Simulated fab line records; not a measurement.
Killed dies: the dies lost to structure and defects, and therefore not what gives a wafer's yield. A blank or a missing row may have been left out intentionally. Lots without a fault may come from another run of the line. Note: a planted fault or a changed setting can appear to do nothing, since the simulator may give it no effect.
Chamber matching | flow nand harc | NHARC_A_CONTACT_DESCUM_13 on rie diel-12: 4 sister chambers
The step chemistry O2, time 3 s. 4 wafers are shown with their chamber, then 7 later ones without.

EACH WAFER AND ITS CHAMBER
wafer  | chamber | showerhead plenum p Torr (Torr)
L529.5 | 2       | 1.92
L534.5 | 1       | 1.87
L539.1 | 3       | 1.78
L539.3 | 0       | 1.88

WAFERS WITH NO CHAMBER GIVEN
wafer  | showerhead plenum p Torr (Torr)
L539.5 | 1.78
L540.1 | 1.88
L540.4 | 1.91
L540.5 | 1.87
L541.3 | 1.87
L541.4 | 1.91
L541.5 | 1.87

WHICH CHAMBER EACH ONE RAN IN
wafer  | from the rows above     | in truth
L539.5 | 3                       | 3
L540.1 | can't be placed: 0 or 1 | 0
L540.4 | 2                       | 2
L540.5 | can't be placed: 1 or 0 | 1
L541.3 | can't be placed: 1 or 0 | 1
L541.4 | 2                       | 2
L541.5 | can't be placed: 1 or 0 | 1
Placed correctly: 3 of 7. Cannot be placed on the basis of these rows: 4; the candidates contain the true chamber in 4. Placed wrongly: 0.
How it was worked out, from the rows above alone: a wafer's distance from a chamber is the root of the sum, over the readings, of the square of ((its reading less the chamber's mean) divided by the reading's scatter). The wafer belongs to the nearest chamber; if the next one is less than 2 further off, it can't be placed. Each chamber's mean is taken over the wafers shown for it. The scatter: with one shown wafer a chamber, the root of the mean of the squares of how far each hidden wafer lies from its nearest shown one.
